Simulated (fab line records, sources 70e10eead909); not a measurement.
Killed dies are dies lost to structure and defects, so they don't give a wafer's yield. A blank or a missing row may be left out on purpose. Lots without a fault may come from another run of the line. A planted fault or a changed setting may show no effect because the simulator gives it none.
fab line records | flow nand_harc
record lots=24 wafers=72 last_day=33
route steps=1302 shown A_CHANNEL_FILL_D2@633 A_STAIRCASE@668
lots that met no fault: from a run of the same line without faults
start_h: hours from the record's first day to the start of the lot's first wafer shown | wait_h: hours since the lot's step before | " the same as in the row above | L1.1+2: a row that stands for several wafers | - no value, or no start given | * or withheld: withheld | < > ~ a bound
route shown NAME@n: a module of which the file shows steps, and the number in the route of the first | usual: mean/standard deviation of fault-free wafers | same: alike in all rows | chamber/n: place in a boat | sites: the reading at each site | _std_site: their standard deviation | _edge_site: outer sites' mean less inner sites' | radius_mm: how far each site lies from the wafer's centre | mask NAME#n: copy n | behind: the tool/chamber that last shaped the wafer | hold: why the lot was held/for how many hours/how that ended | device: the transistor (n, p or np) that didn't switch | end of line: the same wafers' tests at the end of the route | a step without rows: its recipe alone | killed: dies lost to structure and defects at the first sort, not the wafer's yield | map: a wafer's dies, x killed, . not, _ none there
set.NAME: the setting as run; set.NAME@STEP: as run at that earlier step | model.NAME: the simulator's own value behind a step, which no gauge read
steps of the route over a sample of lots; a table a step, a row a wafer
services: from which hour (start_h, from the record's first day; less than 0 if before it) a tool's chamber was out of use, for how many hours, and why
## steps
# step NHARC_A_CHANNEL_FILL_D2_CMP_10
# recipe target_thk_nm=150
# usual motor_current_A=11.6/1 time_to_endpoint_s=14/3.1
# columns lot.wafer tool chamber start_h wait_h motor_current_A time_to_endpoint_s
L074.1 cmp-02 3 343.31 0.4 11.5 23
L074.6 " 0 " " 13.0 10
L074.5 " 1 " " 11.7 19
L075.2 cmp-01 1 355.55 0.4 9.8 11
L075.1 " 2 " " 11.0 15
L075.5 " 2 " " 10.8 15
L076.1 cmp-04 2 369.91 0.4 11.8 11
L076.3 " 1 " " 13.1 13
L076.5 " 2 " " 12.8 10
L078.2 cmp-04 1 375.81 0.4 13.1 15
L078.1 " 3 " " 10.3 22
L078.4 " 0 " " 11.4 15
L077.2 cmp-02 0 389.58 0.4 13.5 9
L077.1 " 3 " " 11.9 19
L077.6 " 1 " " 11.5 17
L080.4 cmp-01 3 399.21 0.4 11.1 12
L080.2 " 0 " " 12.6 16
L080.5 " 0 " " 13.0 14
L079.3 cmp-02 0 399.21 0.4 13.7 8
L079.4 " 2 " " 12.0 13
L079.2 " 3 " " 11.9 17
L081.4 cmp-01 2 409.92 0.4 11.2 16
L081.3 " 3 " " 10.7 11
L081.6 " 2 " " 11.0 15
L082.2 cmp-04 3 423.99 0.4 9.9 16
L082.5 " 2 " " 12.2 15
L082.6 " 3 " " 10.6 17
L084.1 cmp-04 1 446.89 0.4 12.6 14
L084.4 " 0 " " 10.5 13
L084.6 " 2 " " 12.0 13
L083.1 cmp-02 3 446.91 0.4 11.4 19
L083.5 " 2 " " 11.8 15
L083.6 " 3 " " 10.9 19
L086.3 cmp-04 1 453.49 0.4 12.7 14
L086.1 " 2 " " 11.8 14
L086.2 " 3 " " 10.2 18
L085.2 cmp-01 3 453.51 0.4 11.5 15
L085.3 " 0 " " 12.4 14
L085.5 " 2 " " 11.1 18
L089.4 cmp-02 2 489.05 0.4 11.7 14
L089.1 " 3 " " 11.0 20
L089.6 " 2 " " 11.7 15
L088.3 cmp-01 3 489.10 0.4 11.0 13
L088.1 " 0 " " 11.8 16
L088.6 " 2 " " 10.9 17
L087.4 cmp-02 0 491.95 0.4 13.7 10
L087.3 " 2 " " 11.5 16
L087.6 " 0 " " 12.8 10
L090.3 cmp-02 1 509.58 0.4 11.4 15
L090.1 " 3 " " 11.4 17
L090.6 " 1 " " 11.6 16
L091.1 cmp-01 3 509.63 0.4 10.6 16
L091.6 " 0 " " 12.9 17
L091.5 " 1 " " 9.8 13
L092.3 cmp-01 1 537.26 0.4 10.0 10
L092.1 " 2 " " 10.7 17
L092.4 " 0 " " 12.3 15
L093.3 cmp-04 2 537.28 0.4 12.7 16
L093.2 " 3 " " 10.1 19
L093.6 " 2 " " 11.9 13
L094.3 cmp-02 3 550.90 0.4 11.8 19
L094.4 " 1 " " 11.7 18
L094.6 " 2 " " 12.3 15
L095.2 cmp-01 1 550.92 0.4 10.8 13
L095.3 " 2 " " 10.6 18
L095.6 " 0 " " 12.6 15
L096.4 cmp-04 1 568.54 0.4 12.7 15
L096.3 " 2 " " 11.3 15
L096.6 " 1 " " 12.9 15
L097.1 cmp-04 2 579.14 0.4 12.3 10
L097.3 " 0 " " 10.8 9
L097.6 " 2 " " 12.2 12
# step NHARC_A_STAIRCASE_TRIM_12
# recipe time_s=211.2 o2_flow_sccm=500 ar_flow_sccm=0 bias_w=0 chemistry=O2
# usual drypump_motor_current_A=5.9/0.49 oes_product_au=1.000/0.013 rf_vpp_V=57.6/0.89 showerhead_plenum_p_Torr=3.46/0.15 throttle_valve_pct=17.037/0.0086
# same bias_w=0
# columns lot.wafer tool chamber start_h wait_h drypump_motor_current_A oes_product_au rf_hours_counter_h rf_vpp_V showerhead_plenum_p_Torr throttle_valve_pct
L074.1 rie_diel-04 3 346.73 0.1 6.6 0.996 52 59.1 3.63 17.040
L074.6 " 0 " " 5.4 1.008 - 56.3 3.33 17.050
L074.5 " 1 " " 6.6 0.987 - 58.7 3.62 17.052
L075.2 rie_diel-10 2 362.21 0.6 5.5 1.001 35 56.9 3.30 17.042
L075.1 " 3 " " 6.1 0.986 35 58.1 3.53 17.029
L075.5 " 2 " " 5.5 0.999 - 58.1 3.30 17.039
L076.1 rie_diel-04 0 373.49 0.1 5.3 0.994 3 58.0 3.33 17.030
L076.3 " 1 " " 6.6 0.993 3 57.2 3.61 17.044
L076.5 " 2 " " 5.7 1.013 - 57.8 3.33 17.033
L078.1 rie_diel-04 1 379.32 0.1 6.6 0.998 4 58.0 3.61 17.040
L078.2 " 2 " " 5.7 1.005 4 56.0 3.33 17.033
L078.4 " 3 " " 6.6 1.011 4 58.6 3.62 17.039
L077.1 rie_diel-10 2 393.08 0.1 5.5 0.992 45 57.5 3.30 17.039
L077.2 " 3 " " 6.1 0.980 45 57.4 3.52 17.028
L077.6 " 1 " " 5.2 0.996 - 56.2 3.65 17.038
L080.4 rie_diel-04 3 402.82 0.1 6.6 1.020 10 59.2 3.62 17.029
L080.2 " 0 " " 5.3 1.004 11 57.3 3.32 17.036
L080.5 " 0 " " 5.3 0.993 - 58.4 3.32 17.027
L079.2 rie_diel-05 2 402.96 0.1 5.5 1.007 52 57.2 3.46 17.019
L079.4 " 3 " " 5.7 0.979 54 57.7 3.78 17.045
L079.3 " 1 " " 5.1 0.991 52 57.6 3.44 17.028
L081.4 rie_diel-10 1 413.97 0.2 5.2 1.006 52 59.1 3.64 17.040
L081.3 " 3 " " 6.1 0.981 54 58.0 3.52 17.020
L081.6 " 1 " " 5.2 1.005 - 57.1 3.64 17.032
L082.2 rie_diel-05 2 427.75 0.1 5.5 1.022 4 57.6 3.46 17.033
L082.6 " 0 " " 5.8 0.989 - 57.2 3.58 17.041
L082.5 " 2 " " 5.5 1.027 - 57.5 3.46 17.036
L083.1 rie_diel-05 2 450.37 0.1 5.6 1.029 9 58.0 3.45 17.033
L083.6 " 1 " " 5.1 0.998 - 59.1 3.43 17.041
L083.5 " 2 " " 5.6 1.033 - 58.1 3.45 17.032
L084.4 rie_diel-04 0 450.65 0.1 5.4 1.002 29 57.7 3.31 17.035
L084.1 " 2 " " 5.8 1.016 28 57.8 3.32 17.020
L084.6 " 3 " " 6.6 1.015 - 56.7 3.61 17.037
L085.3 rie_diel-10 0 457.33 0.3 6.2 0.970 9 56.7 3.30 17.028
L085.2 " 2 " " 5.5 1.026 7 56.7 3.29 17.045
L085.5 " 0 " " 6.2 0.986 - 56.5 3.30 17.036
L086.3 rie_diel-04 1 457.44 0.1 6.6 1.012 29 57.9 3.60 17.033
L086.2 " 3 " " 6.6 1.020 34 56.0 3.61 17.032
L086.1 " 0 " " 5.4 0.993 32 57.6 3.31 17.032
L088.1 rie_diel-04 0 492.50 0.1 5.4 0.982 41 57.8 3.30 17.045
L088.3 " 3 " " 6.6 1.006 43 57.8 3.60 17.050
L088.6 " 0 " " 5.4 0.988 - 55.9 3.30 17.047
L089.1 rie_diel-04 1 492.83 0.1 6.5 0.994 37 57.7 3.59 17.034
L089.4 " 3 " " 6.6 1.006 43 59.4 3.60 17.045
L089.6 " 2 " " 5.8 1.025 - 57.1 3.31 17.038
L087.3 rie_diel-10 1 495.35 0.1 5.2 0.998 19 57.5 3.63 17.036
L087.4 " 0 " " 6.2 0.999 21 58.2 3.29 17.033
L087.6 " 1 " " 5.2 0.990 - 58.0 3.63 17.021
L091.1 rie_diel-10 0 513.17 0.1 6.2 1.002 30 56.7 3.28 17.051
L091.6 " 3 " " 6.1 0.992 - 55.3 3.50 17.020
L091.5 " 0 " " 6.2 0.989 - 57.4 3.28 17.034
L090.3 rie_diel-10 1 514.07 0.1 5.2 0.989 26 57.6 3.63 17.030
L090.1 " 3 " " 6.1 1.007 31 58.5 3.50 17.046
L090.6 " 1 " " 5.2 0.990 - 58.6 3.63 17.045
L093.3 rie_diel-05 2 543.37 0.1 5.5 1.017 38 58.2 3.44 17.034
L093.2 " 1 " " 5.2 0.996 37 57.7 3.41 17.030
L093.6 " 3 " " 5.7 0.981 - 58.4 3.75 17.031
L092.4 rie_diel-10 3 543.72 0.1 6.1 0.985 44 58.2 3.49 17.038
L092.3 " 1 " " 5.2 0.985 36 57.6 3.62 17.040
L092.1 " 2 " " 5.6 1.010 37 55.9 3.27 17.041
L095.2 rie_diel-04 1 554.35 0.1 6.6 1.012 2 59.0 3.59 17.050
L095.3 " 3 " " 6.6 1.011 2 57.7 3.59 17.030
L095.6 " 0 " " 5.3 1.004 - 57.0 3.30 17.037
L094.3 rie_diel-10 0 554.61 0.1 6.1 0.986 48 59.0 3.28 17.024
L094.4 " 3 " " 6.1 0.987 47 57.0 3.49 17.047
L094.6 " 0 " " 6.1 0.995 - 55.4 3.27 17.032
L096.4 rie_diel-10 1 572.12 0.1 5.2 1.002 47 57.1 3.62 17.057
L096.3 " 2 " " 5.6 1.001 46 57.4 3.27 17.022
L096.6 " 0 " " 6.2 0.990 - 57.0 3.27 17.027
L097.3 rie_diel-04 0 583.58 0.1 5.3 0.987 16 58.4 3.29 17.034
L097.1 " 1 " " 6.6 1.010 15 58.1 3.58 17.016
L097.6 " 3 " " 6.6 1.005 - 57.6 3.59 17.021
# step NHARC_A_STAIRCASE_ETCH_21
# recipe target_depth_a=1000 time_s=40.5 ion_energy_ev=400 c4f8_flow_sccm=20 o2_flow_sccm=10 ar_flow_sccm=withheld rf_w=600 bias_w=1000 chemistry=C4F8/O2
# usual bias_w=1000/3.3 oes_product_au=0.953/0.021 rf_vpp_V=894/5.7
# columns lot.wafer tool chamber start_h wait_h bias_w oes_product_au rf_hours_counter_h rf_vpp_V
L074.1 rie_diel-05 1 - - 1005 0.986 35 892
L074.6 " 2 " " 1001 0.959 - 893
L074.5 " 3 " " 1002 0.953 - 905
L075.1 rie_diel-10 0 - - 1004 0.934 36 889
L075.2 " 3 " " 999 0.923 36 897
L075.5 " 0 " " 1001 0.944 - 889
L076.3 rie_diel-04 3 - - 996 0.958 3 900
L076.1 " 1 " " 992 0.961 4 899
L076.5 " 3 " " 1001 0.947 - 900
L078.2 rie_diel-05 3 - - 996 0.957 48 905
L078.1 " 0 " " 1000 0.988 43 899
L078.4 " 1 " " 1005 0.987 44 892
L077.2 rie_diel-04 3 - - 1003 0.977 8 899
L077.1 " 0 " " 1000 0.956 8 888
L077.6 " 2 " " 1003 0.984 - 888
L080.4 rie_diel-04 2 - - 998 0.942 10 887
L080.2 " 3 " " 995 0.947 10 900
L080.5 " 2 " " 998 0.947 - 888
L079.4 rie_diel-04 1 - - 1003 0.948 12 898
L079.2 " 2 " " 1000 0.964 10 889
L079.3 " 3 " " 1002 0.978 10 899
L081.3 rie_diel-10 1 - - 1001 0.944 52 901
L081.4 " 2 " " 1004 0.960 54 888
L081.6 " 0 " " 999 0.929 - 888
L082.2 rie_diel-04 3 - - 999 0.988 25 899
L082.6 " 1 " " 1004 0.988 - 898
L082.5 " 2 " " 1002 0.988 - 886
L083.1 rie_diel-05 3 - - 999 0.932 8 904
L083.6 " 0 " " 1006 0.943 - 898
L083.5 " 1 " " 1005 0.946 - 892
L084.4 rie_diel-04 2 - - 1002 0.968 28 889
L084.1 " 3 " " 999 0.975 32 898
L084.6 " 2 " " 1004 0.961 - 888
L086.2 rie_diel-05 3 - - 1011 0.939 12 904
L086.3 " 0 " " 998 0.972 15 897
L086.1 " 1 " " 990 0.991 15 890
L085.3 rie_diel-10 0 - - 999 0.921 10 887
L085.2 " 1 " " 997 0.937 10 900
L085.5 " 0 " " 1001 0.922 - 886
L088.3 rie_diel-10 0 - - 1002 0.941 20 888
L088.1 " 2 " " 998 0.968 19 887
L088.6 " 1 " " 1003 0.938 - 900
L089.4 rie_diel-10 3 - - 997 0.964 20 896
L089.1 " 1 " " 996 0.928 19 899
L089.6 " 0 " " 1005 0.941 - 886
L087.3 rie_diel-10 1 - - 998 0.935 20 899
L087.4 " 3 " " 997 0.958 21 896
L087.6 " 1 " " 1003 0.936 - 899
L091.1 rie_diel-05 3 - - 999 0.921 30 906
L091.5 " 3 " " 999 0.915 - 904
L091.6 " 0 " " 1001 0.947 - 898
L090.3 rie_diel-04 2 - - 1001 0.979 45 888
L090.1 " 0 " " 1002 0.943 49 887
L090.6 " 3 " " 1001 0.961 - 899
L093.2 rie_diel-04 2 - - 1008 0.952 0 888
L093.3 " 0 " " 1005 0.939 0 887
L093.6 " 1 " " 995 0.963 - 897
L092.3 rie_diel-10 3 - - 996 0.927 45 896
L092.1 " 0 " " 1005 0.929 45 884
L092.4 " 1 " " 996 0.924 - 901
L095.2 rie_diel-05 2 - - 1000 0.968 40 890
L095.3 " 3 " " 1006 0.932 41 902
L095.6 " 1 " " 1000 0.983 - 892
L094.3 rie_diel-04 2 - - 1003 0.964 3 888
L094.4 " 1 " " 998 0.984 3 899
L094.6 " 2 " " 1000 0.964 - 888
L096.4 rie_diel-04 0 - - 1001 0.932 9 888
L096.3 " 2 " " 998 0.937 11 888
L096.6 " 1 " " 1000 0.975 - 897
L097.3 rie_diel-04 3 - - 999 0.950 15 899
L097.1 " 1 " " 1000 0.933 16 896
L097.6 " 2 " " 1000 0.925 - 888
# step NHARC_A_STAIRCASE_ETCH_201
# recipe target_depth_a=1000 time_s=40.5 ion_energy_ev=400 c4f8_flow_sccm=20 o2_flow_sccm=10 ar_flow_sccm=withheld rf_w=600 bias_w=1000 chemistry=C4F8/O2
# usual bias_w=1000/3.5 oes_product_au=0.946/0.013 rf_vpp_V=894/5.7
# columns lot.wafer tool chamber start_h wait_h bias_w oes_product_au rf_hours_counter_h rf_vpp_V
L074.1 rie_diel-05 0 - - 1000 0.927 33 898
L074.5 " 0 " " 998 0.937 - 900
L074.6 " 1 " " 1000 0.935 - 893
L075.2 rie_diel-05 3 - - 1000 0.940 46 905
L075.1 " 2 " " 995 0.960 43 894
L075.5 " 0 " " 1002 0.948 - 898
L076.3 rie_diel-10 0 - - 1002 0.942 40 889
L076.1 " 2 " " 1000 0.939 40 888
L076.5 " 1 " " 1002 0.934 - 902
L078.2 rie_diel-05 0 - - 998 0.939 44 898
L078.1 " 2 " " 997 0.960 47 895
L078.4 " 3 " " 1004 0.936 49 904
L077.2 rie_diel-04 2 - - 1002 0.957 9 889
L077.1 " 3 " " 1002 0.967 9 900
L077.6 " 1 " " 995 0.942 - 898
L080.4 rie_diel-10 3 - - 995 0.930 52 895
L080.2 " 2 " " 999 0.946 52 887
L080.5 " 3 " " 995 0.941 - 895
L079.3 rie_diel-04 3 - - 1002 0.966 16 899
L079.4 " 0 " " 1002 0.940 17 889
L079.2 " 1 " " 997 0.950 15 900
L081.3 rie_diel-04 1 - - 993 0.949 18 900
L081.4 " 0 " " 997 0.939 19 887
L081.6 " 2 " " 1005 0.966 - 887
L082.2 rie_diel-10 1 - - 1002 0.946 1 901
L082.5 " 1 " " 999 0.944 - 900
L082.6 " 2 " " 1002 0.971 - 886
L084.4 rie_diel-10 0 - - 1002 0.922 8 888
L084.1 " 1 " " 1003 0.945 9 899
L084.6 " 3 " " 998 0.934 - 894
L083.1 rie_diel-04 0 - - 1003 0.938 32 888
L083.6 " 0 " " 1000 0.928 - 888
L083.5 " 1 " " 1000 0.935 - 897
L086.2 rie_diel-10 1 - - 1006 0.946 11 901
L086.1 " 2 " " 1005 0.955 10 887
L086.3 " 0 " " 1005 0.920 12 888
L085.2 rie_diel-05 1 - - 999 0.948 16 893
L085.3 " 2 " " 998 0.968 14 894
L085.5 " 1 " " 1000 0.941 - 893
L088.1 rie_diel-10 0 - - 998 0.949 22 886
L088.3 " 1 " " 1003 0.944 20 901
L088.6 " 0 " " 1000 0.946 - 888
L089.4 rie_diel-05 3 - - 997 0.944 24 904
L089.1 " 0 " " 999 0.965 28 897
L089.6 " 3 " " 1001 0.931 - 904
L087.3 rie_diel-04 3 - - 1004 0.960 45 898
L087.4 " 1 " " 993 0.945 40 899
L087.6 " 3 " " 1000 0.962 - 899
L091.1 rie_diel-10 1 - - 1000 0.936 28 900
L091.6 " 0 " " 996 0.949 - 888
L091.5 " 1 " " 994 0.930 - 899
L090.3 rie_diel-04 3 - - 1000 0.955 51 897
L090.1 " 0 " " 1000 0.941 51 887
L090.6 " 2 " " 1002 0.979 - 888
L093.3 rie_diel-05 2 - - 997 0.944 39 892
L093.2 " 3 " " 1002 0.929 40 903
L093.6 " 2 " " 1000 0.942 - 894
L092.1 rie_diel-04 0 - - 993 0.934 1 886
L092.4 " 1 " " 995 0.944 1 898
L092.3 " 3 " " 1003 0.951 1 899
L095.3 rie_diel-04 3 - - 994 0.960 4 898
L095.2 " 1 " " 996 0.971 3 900
L095.6 " 2 " " 1002 0.953 - 889
L094.4 rie_diel-05 1 - - 1001 0.950 40 891
L094.3 " 3 " " 999 0.932 42 904
L094.6 " 2 " " 1003 0.955 - 894
L096.3 rie_diel-10 0 - - 997 0.924 56 887
L096.4 " 1 " " 1003 0.936 49 899
L096.6 " 0 " " 998 0.930 - 886
L097.3 rie_diel-04 1 - - 1000 0.968 18 898
L097.1 " 2 " " 996 0.953 17 887
L097.6 " 2 " " 995 0.947 - 888
# step NHARC_A_STAIRCASE_ETCH_221
# recipe target_depth_a=1000 time_s=40.5 ion_energy_ev=400 c4f8_flow_sccm=20 o2_flow_sccm=10 ar_flow_sccm=withheld rf_w=600 bias_w=1000 chemistry=C4F8/O2
# usual bias_w=1000.0/2.9 oes_product_au=0.941/0.018 rf_vpp_V=894/5.5
# columns lot.wafer tool chamber start_h wait_h bias_w oes_product_au rf_hours_counter_h rf_vpp_V
L074.1 rie_diel-05 1 - - 1000.6 0.938 38 892
L074.6 " 1 " " 996.6 0.933 - 892
L074.5 " 2 " " 1001.0 0.938 - 893
L075.2 rie_diel-04 2 - - 997.5 0.960 2 888
L075.1 " 3 " " 1003.5 0.954 2 900
L075.5 " 1 " " 1000.7 0.945 - 900
L076.3 rie_diel-10 0 - - 1003.9 0.935 40 888
L076.1 " 3 " " 1000.0 0.937 40 897
L076.5 " 0 " " 1004.2 0.943 - 888
L078.1 rie_diel-04 2 - - 998.3 0.990 6 889
L078.2 " 3 " " 1007.6 0.946 6 899
L078.4 " 0 " " 999.3 0.919 7 889
L077.1 rie_diel-05 2 - - 997.2 0.958 51 894
L077.2 " 3 " " 1002.5 0.931 53 905
L077.6 " 1 " " 1003.1 0.953 - 893
L080.2 rie_diel-04 3 - - 998.8 0.970 16 898
L080.4 " 0 " " 998.4 0.927 17 889
L080.5 " 3 " " 1007.5 0.966 - 898
L079.2 rie_diel-04 3 - - 996.0 0.941 16 900
L079.3 " 0 " " 1000.6 0.920 17 888
L079.4 " 1 " " 998.0 0.928 16 899
L081.3 rie_diel-05 1 - - 998.4 0.929 6 894
L081.6 " 1 " " 994.3 0.940 - 893
L081.4 " 2 " " 1001.8 0.944 - 894
L082.2 rie_diel-04 2 - - 1004.0 0.966 24 889
L082.6 " 1 " " 1002.1 0.944 - 898
L082.5 " 2 " " 1001.7 0.964 - 887
L084.4 rie_diel-04 1 - - 1003.2 0.935 30 900
L084.1 " 2 " " 1001.3 0.945 31 887
L084.6 " 2 " " 999.6 0.953 - 887
L083.1 rie_diel-10 0 - - 993.9 0.913 10 887
L083.6 " 1 " " 1003.0 0.941 - 900
L083.5 " 2 " " 1005.4 0.960 - 888
L086.2 rie_diel-04 1 - - 1000.1 0.929 31 898
L086.1 " 2 " " 1006.4 0.933 33 891
L086.3 " 3 " " 1002.3 0.933 36 898
L085.2 rie_diel-05 2 - - 1002.5 0.969 15 894
L085.3 " 3 " " 997.5 0.928 14 904
L085.5 " 1 " " 996.1 0.965 - 892
L088.3 rie_diel-10 3 - - 996.6 0.945 23 896
L088.1 " 0 " " 1003.1 0.948 23 889
L088.6 " 3 " " 1003.1 0.939 - 894
L089.1 rie_diel-04 1 - - 1002.1 0.933 39 899
L089.4 " 2 " " 997.4 0.954 40 889
L089.6 " 0 " " 1002.0 0.923 - 888
L087.3 rie_diel-05 0 - - 996.7 0.937 29 896
L087.4 " 1 " " 997.8 0.929 28 892
L087.6 " 3 " " 1002.0 0.919 - 904
L091.1 rie_diel-05 0 - - 997.7 0.922 34 899
L091.6 " 1 " " 1002.5 0.916 - 892
L091.5 " 2 " " 999.5 0.945 - 895
L090.3 rie_diel-04 2 - - 999.7 0.989 47 887
L090.1 " 3 " " 995.2 0.973 51 898
L090.6 " 2 " " 1002.1 0.984 - 887
L093.2 rie_diel-04 2 - - 1002.5 0.967 2 886
L093.3 " 3 " " 998.0 0.955 2 898
L093.6 " 1 " " 1003.3 0.952 - 898
L092.3 rie_diel-05 0 - - 1000.0 0.959 41 898
L092.4 " 1 " " 997.5 0.953 39 891
L092.1 " 3 " " 999.4 0.942 41 904
L095.2 rie_diel-10 0 - - 999.0 0.939 49 886
L095.3 " 1 " " 1001.2 0.943 41 898
L095.6 " 2 " " 1000.1 0.950 - 884
L094.3 rie_diel-10 3 - - 998.2 0.919 50 894
L094.4 " 0 " " 997.7 0.911 50 887
L094.6 " 3 " " 998.2 0.929 - 895
L096.3 rie_diel-05 2 - - 997.5 0.953 52 890
L096.6 " 2 " " 1000.7 0.943 - 893
L096.4 " 3 " " 996.2 0.896 - 903
L097.3 rie_diel-04 3 - - 1001.7 0.924 17 897
L097.1 " 0 " " 1001.1 0.906 18 886
L097.6 " 3 " " 1000.2 0.928 - 897
# step NHARC_A_STAIRCASE_TRIM_231
# recipe time_s=211.2 o2_flow_sccm=500 ar_flow_sccm=0 bias_w=0 chemistry=O2
# usual drypump_motor_current_A=5.8/0.48 oes_product_au=1.000/0.015 rf_vpp_V=57.6/1 showerhead_plenum_p_Torr=3.48/0.15 throttle_valve_pct=17.036/0.0092
# same bias_w=0
# columns lot.wafer tool chamber start_h wait_h drypump_motor_current_A oes_product_au rf_hours_counter_h rf_vpp_V showerhead_plenum_p_Torr throttle_valve_pct
L074.1 rie_diel-10 3 - - 6.1 0.992 30 59.1 3.53 17.043
L074.5 " 0 " " 6.2 0.992 - 56.6 3.31 17.036
L074.6 " 1 " " 5.2 0.995 - 57.8 3.66 17.022
L075.1 rie_diel-04 3 - - 6.6 1.021 2 58.3 3.63 17.045
L075.2 " 1 " " 6.6 1.013 3 57.7 3.61 17.051
L075.5 " 3 " " 6.6 1.001 - 58.0 3.63 17.045
L076.1 rie_diel-05 1 - - 5.1 0.994 45 56.8 3.44 17.032
L076.3 " 3 " " 5.7 0.982 49 60.1 3.78 17.045
L076.5 " 1 " " 5.1 0.988 - 58.4 3.44 17.031
L078.2 rie_diel-04 0 - - 5.3 0.988 8 57.5 3.32 17.020
L078.1 " 2 " " 5.8 1.018 6 56.6 3.33 17.027
L078.4 " 3 " " 6.6 1.011 7 58.4 3.62 17.048
L077.2 rie_diel-05 0 - - 5.8 0.998 50 58.1 3.59 17.022
L077.1 " 2 " " 5.6 1.003 52 58.1 3.46 17.039
L077.6 " 0 " " 5.8 0.989 - 57.5 3.59 17.050
L080.2 rie_diel-04 3 - - 6.6 1.019 17 56.5 3.62 17.031
L080.4 " 0 " " 5.3 0.993 18 56.6 3.32 17.028
L080.5 " 2 " " 5.8 1.016 - 56.9 3.32 17.045
L079.3 rie_diel-10 2 - - 5.6 0.995 54 57.4 3.29 17.037
L079.2 " 3 " " 6.1 0.982 55 57.5 3.52 17.060
L079.4 " 0 " " 6.2 1.002 55 57.5 3.30 17.052
L081.4 rie_diel-04 2 - - 5.8 1.008 22 59.0 3.32 17.039
L081.3 " 3 " " 6.6 1.013 24 58.3 3.61 17.045
L081.6 " 2 " " 5.8 1.012 - 56.1 3.32 17.042
L082.2 rie_diel-05 3 - - 5.7 0.979 4 58.4 3.77 17.033
L082.6 " 1 " " 5.1 0.993 - 58.8 3.43 17.033
L082.5 " 2 " " 5.5 1.023 - 57.2 3.46 17.047
L084.1 rie_diel-04 1 - - 6.6 1.021 31 57.5 3.60 17.038
L084.4 " 0 " " 5.4 0.996 33 57.7 3.31 17.025
L084.6 " 2 " " 5.7 1.024 - 55.3 3.31 17.034
L083.1 rie_diel-10 1 - - 5.3 1.005 11 58.3 3.64 17.030
L083.5 " 3 " " 6.1 0.987 - 58.0 3.51 17.037
L083.6 " 0 " " 6.2 0.989 - 57.9 3.29 17.022
L086.2 rie_diel-10 2 - - 5.6 1.013 11 56.9 3.29 17.033
L086.3 " 3 " " 6.1 0.994 11 59.0 3.51 17.037
L086.1 " 0 " " 6.2 0.981 13 58.8 3.29 17.043
L085.2 rie_diel-05 1 - - 5.1 1.005 17 56.8 3.42 17.032
L085.3 " 2 " " 5.5 1.024 15 56.1 3.45 17.043
L085.5 " 0 " " 5.8 0.995 - 57.2 3.58 17.039
L088.3 rie_diel-10 0 - - 6.1 1.011 23 57.5 3.29 17.032
L088.1 " 1 " " 5.2 0.999 21 57.9 3.63 17.040
L088.6 " 3 " " 6.1 1.001 - 57.3 3.50 17.049
L089.1 rie_diel-04 2 - - 5.7 1.031 41 55.8 3.31 17.035
L089.4 " 0 " " 5.4 0.993 44 57.0 3.30 17.031
L089.6 " 1 " " 6.6 1.010 - 57.2 3.59 17.034
L087.4 rie_diel-05 3 - - 5.7 0.983 27 58.5 3.76 17.040
L087.3 " 0 " " 5.8 0.996 30 57.5 3.57 17.038
L087.6 " 3 " " 5.7 0.973 - 57.4 3.76 17.033
L091.1 rie_diel-05 2 - - 5.6 1.015 32 57.5 3.44 17.044
L091.5 " 3 " " 5.7 0.980 - 58.7 3.76 17.045
L091.6 " 0 " " 5.8 0.998 - 58.3 3.57 17.039
L090.3 rie_diel-04 2 - - 5.8 1.035 48 56.0 3.30 17.047
L090.1 " 3 " " 6.6 1.020 52 56.4 3.60 17.020
L090.6 " 1 " " 6.6 0.998 - 57.7 3.59 17.033
L093.3 rie_diel-04 1 - - 6.6 1.007 2 58.9 3.59 17.050
L093.2 " 2 " " 5.8 0.997 2 57.5 3.30 17.042
L093.6 " 0 " " 5.4 0.999 - 59.4 3.30 17.031
L092.1 rie_diel-10 2 - - 5.5 1.017 38 56.9 3.27 17.043
L092.3 " 3 " " 6.1 0.990 47 57.9 3.49 17.036
L092.4 " 0 " " 6.1 0.989 47 58.3 3.27 17.027
L095.3 rie_diel-10 3 - - 6.1 0.977 52 56.5 3.49 17.045
L095.2 " 0 " " 6.1 0.970 52 56.2 3.27 17.039
L095.6 " 2 " " 5.5 0.985 - 55.3 3.27 17.035
L094.4 rie_diel-05 1 - - 5.2 1.005 43 56.4 3.41 17.048
L094.3 " 2 " " 5.5 1.028 46 57.7 3.43 17.036
L094.6 " 1 " " 5.1 0.994 - 58.8 3.41 17.039
L096.4 rie_diel-10 0 - - 6.1 0.976 60 57.1 3.27 17.046
L096.3 " 1 " " 5.2 0.996 51 58.1 3.61 17.024
L096.6 " 0 " " 6.1 0.975 - 58.1 3.27 17.023
L097.1 rie_diel-04 0 - - 5.3 0.995 18 58.5 3.29 17.034
L097.3 " 3 " " 6.6 1.014 18 57.8 3.59 17.044
L097.6 " 0 " " 5.3 0.991 - 58.3 3.29 17.047
## services
# columns tool chamber start_h hours kind
rie_diel-04 3 320.44 3.2 repair
cmp-02 - 330.50 4.0 pm
rie_diel-04 - 332.47 2.3 repair
cmp-04 - 344.96 1.3 repair
cmp-04 - 348.87 1.3 repair
rie_diel-04 - 355.68 9.0 pm
rie_diel-10 1 362.18 7.1 repair
cmp-01 - 381.50 4.0 pm
rie_diel-04 2 384.20 2.6 repair
cmp-02 - 405.34 3.9 repair
cmp-04 - 408.97 4.0 pm
rie_diel-05 - 410.51 9.0 pm
rie_diel-10 - 421.86 9.0 pm
cmp-04 - 422.21 1.1 repair
rie_diel-05 3 424.54 4.8 repair
cmp-02 - 428.50 4.0 pm
cmp-01 - 432.00 0.4 repair
rie_diel-10 1 482.68 6.5 repair
rie_diel-04 3 494.50 4.0 repair
rie_diel-04 - 532.68 9.0 pm
rie_diel-10 2 543.91 4.8 repair
rie_diel-05 - 561.39 0.7 repair
rie_diel-05 1 576.02 10.6 repair
rie_diel-05 - 587.51 9.0 pm
## key
fault none
